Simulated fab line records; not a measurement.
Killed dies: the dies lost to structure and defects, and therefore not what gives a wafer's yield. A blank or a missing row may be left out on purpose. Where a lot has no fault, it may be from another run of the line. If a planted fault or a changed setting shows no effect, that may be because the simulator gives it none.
Split-lot experiment	flow n5-finfet	21 wafers read across 7 lots, on a route 1938 steps long

## SPLIT DETAILS
At N5_MOL_CONTACT_COAG_ETCHBACK_135 (etches SiO2 in CHF3, target depth 25 nm, time 16.7 s), the setting time-s was moved away from the recipe's 16.7 s on 7 of the 21 wafers read, by -22.5% to +14.8%. All remaining wafers had this setting at the recipe value.

Reading taken at the split's own step.

## THE READING
SOC_of_MOL_CONTACT_COAG_COAT_75.thk-nm (the simulator's own value, which no gauge read), in nm, at N5_MOL_CONTACT_COAG_ETCHBACK_135 (etches SiO2 in CHF3, target depth 25 nm, time 16.7 s). There is no usual value for it anywhere in the file. Across the 14 wafers here that went through the recipe, the average is 57.3 nm and the standard deviation 0.18 nm.

wafer	tool, chamber at the split	time-s as run, s	against the recipe	SOC_of_MOL_CONTACT_COAG_COAT_75.thk-nm, nm	against lot-mates on the recipe
L075.1	rie-diel-03, 3,0	13.66	-18.2%	58	+0.6
L075.4	rie-diel-03, 3,0	13.66	-18.2%	58	+0.6
L075.2	rie-diel-03, 1	16.7	recipe	57.4	-
L086.2	rie-diel-03, 1	16.7	recipe	57.2	-
L086.4	rie-diel-03, 1	16.7	recipe	57.2	-
L086.3	rie-diel-03, 0	16.7	recipe	57	-
L087.2	rie-diel-06, 1,0	12.95	-22.5%	58	+0.8
L087.5	rie-diel-06, 1,0	12.95	-22.5%	58	+0.8
L087.4	rie-diel-06, 3	16.7	recipe	57.2	-
L090.1	rie-diel-03, 2	16.7	recipe	57.2	-
L090.4	rie-diel-03, 2	16.7	recipe	57.2	-
L090.3	rie-diel-03, 3	16.7	recipe	57.4	-
L091.1	rie-diel-01, 2,0	16.7	recipe	57.6	-
L091.3	rie-diel-01, 2,0	16.7	recipe	57.6	-
L091.5	rie-diel-01, 3	16.7	recipe	57.4	-
L092.2	rie-diel-06, 3	16.7	recipe	57	-
L092.3	rie-diel-06, 1	15.02	-10.1%	57.2	+0.1
L092.5	rie-diel-06, 1	16.7	recipe	57.2	-
L093.1	rie-diel-06, 2,3	19.17	+14.8%	56.8	-0.6
L093.5	rie-diel-06, 2,3	19.17	+14.8%	56.8	-0.6
L093.4	rie-diel-06, 2	16.7	recipe	57.4	-
If several chambers appear in one row, that row covers several wafers at once and the file leaves open which wafer was in which chamber.

FIT RESULTS
A straight line over all 21 wafers: SOC_of_MOL_CONTACT_COAG_COAT_75.thk-nm changes by -0.0327 nm for each +1% of time-s; r = -0.88; the points scatter about the line by 0.19 nm.
The same after taking each lot's own level away (the mean of its wafers on the recipe; 21 wafers): -0.0353 nm for each +1%; r = -0.97; scatter 0.095 nm.
According to that fit, moving time-s by its largest amount changes the reading by 0.79 nm.
The lots' own levels span 57.10 to 57.53 nm, that is 2.4 times the standard deviation above.
The two slopes are in agreement: the lot-to-lot level therefore moves the slope only a little.
Check: +0.76 nm against its lot-mates is what the line predicts for one of the wafers moved furthest among these (-22.5%) when that wafer is left out of the fit. Against them it came out at +0.8 nm.

## THESE WAFERS: OTHER SPLITS
Before the reading, these wafers also passed through other splits. Each is held against what the fit with the lots' levels taken away leaves over:
other split on the same wafers	wafers away from the commonest value	r with SOC_of_MOL_CONTACT_COAG_COAT_75.thk-nm (lot level and that fit taken away)
N5_GATE_CUT_ETCH_36 cf4-flow-sccm	9	+0.14

## FILE'S OWN FIT
SOC_of_MOL_CONTACT_COAG_COAT_75.thk-nm changes by -0.0335 nm for each +1% of time-s, r = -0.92.
